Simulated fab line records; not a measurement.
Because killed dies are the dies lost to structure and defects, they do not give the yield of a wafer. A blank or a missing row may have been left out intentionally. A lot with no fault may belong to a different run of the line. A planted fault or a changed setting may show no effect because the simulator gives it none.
A lot that was struck, set against a sound lot ; flow nand_harc ; 33 steps out of a route of 1159
Sound: wafers L843.3, L843.5, L843.6. Wafers struck: L849.2, L849.3, L849.6. The cause is given at the end.
Order at every step that has rows: each side's tool, ch and its chambers, its first start. Under that, the readings that differ: sound wafers ; struck wafers ; difference of the means ; sigmas: that difference in standard deviations of wafers without a fault.
alike: words and numbers the same on both sides, and readings whose means are apart by under 2 such deviations; not compared: readings that were withheld, readings missing a value for some wafer, numbers with overlapping values and no deviation given by the record, and bounds like >300 which may hide the same value.
A row with sigmas, a row that says differs or no value, or rows on one side alone: a step with any of these is where the two part. Non-overlapping numbers with no deviation appear without sigmas and do not part them. A reading that every wafer of one side lacks parts them only if that side has two wafers or more.

first, 8 steps without rows for these wafers: NHARC_P_CONTACT_PEB_10 (peb time 65 s); NHARC_P_CONTACT_DEVELOP_11 (develop time 35 s); NHARC_P_CONTACT_DESCUM_17 (chemistry O2, time 3 s); NHARC_P_CONTACT_ETCH_35 (etches the open film in CF4, target depth 39 nm, time 65 s); NHARC_P_CONTACT_ETCH_36 (etches the open film in N2/H2, target depth 260 nm, time 406.25 s); NHARC_P_CONTACT_ETCH_18 (etches the open film in C4F8/O2/Ar, target depth 481 nm, time 240.5 s); NHARC_P_CONTACT_STRIP_37 (strips in C4F8/O2/Ar); NHARC_P_CONTACT_ETCH_31 (etches the open film in CH3F/O2, target depth 30 nm, time 85.7 s).
NHARC_P_CONTACT_STRIP_28: strips in O2.
  sound on rie_diel-06 ch 0,1,2, day 5 14:55; struck on rie_diel-06 ch 1,2,3, day 7 06:57
  alike: drypump_motor_current_A, o2_flow_sccm, oes_product_au, rf_vpp_V, showerhead_plenum_p_Torr, throttle_valve_pct
  not compared: rf_hours_counter_h
then, 23 steps without rows for these wafers: NHARC_P_CONTACT_STRIP_29 (strips in post etch residue remover, time 1200 s); NHARC_P_CONTACT_DEGAS_38 (time 60 s); NHARC_P_CONTACT_PRE_CLEAN_39 (time 19.5 s); NHARC_P_CONTACT_PVD_32 (deposits Ti, target thk 5 nm, time 17.7 s); NHARC_P_CONTACT_ALD_22 (deposits TiN, target thk 3 nm, pulse time 1 s, ald cycles 150); NHARC_P_CONTACT_CVD_23 (deposits W, target thk 200 nm, time 557 s); NHARC_P_CONTACT_CMP_24 (polishes, t overpolish 30 s, target thk 200 nm); NHARC_P_CONTACT_SRD_26; NHARC_P_M0_DEP_00 (deposits SiOC, target thk 150 nm); NHARC_P_M0_DEHYDRATE_01 (time 120 s); NHARC_P_M0_HMDS_02 (time 30 s); NHARC_P_M0_COAT_33 (time 65 s); NHARC_P_M0_COAT_03 (resist thk 90 nm); NHARC_P_M0_SOFTBAKE_04 (time 55 s); NHARC_P_M0_EBR_05; NHARC_P_M0_EXPOSE_06 (exposes mask P M0, target cd 90 nm); NHARC_P_M0_PEB_07 (peb time 65 s); NHARC_P_M0_DEVELOP_08 (develop time 35 s); NHARC_P_M0_DESCUM_14 (chemistry O2, time 3 s); NHARC_P_M0_ETCH_34 (etches the open film in N2/H2, target depth 40 nm, overetch 12 nm, time 43.94 s); NHARC_P_M0_ETCH_15 (etches the open film in C4F8/Ar, target depth 150 nm, overetch 15 nm, time 82.5 s); NHARC_P_M0_STRIP_18 (strips in N2/H2); NHARC_P_M0_STRIP_19 (strips in post etch residue remover, time 600 s).
-- jump in the record: it breaks off in module P_M0 and resumes in module END (first step shown: number 1159 of the route), and 14 days separate the struck wafers' starts before and after --
NHARC_END_SORT_01:
  sound on prober-02 ch 0, day 19 11:20; struck on prober-01 ch 0, day 21 10:43
reading;sound;struck;difference;sigmas
killed_at_periphery;1 4 4;72 76 77;+72;+33
killed_dies;26 30 31;94 95 91;+64;+8
  alike: killed_at_array, killed_at_other, killed_open, killed_short

WHERE THEY PART
Only at NHARC_END_SORT_01, within this record.

WHY: whatever the simulator had introduced
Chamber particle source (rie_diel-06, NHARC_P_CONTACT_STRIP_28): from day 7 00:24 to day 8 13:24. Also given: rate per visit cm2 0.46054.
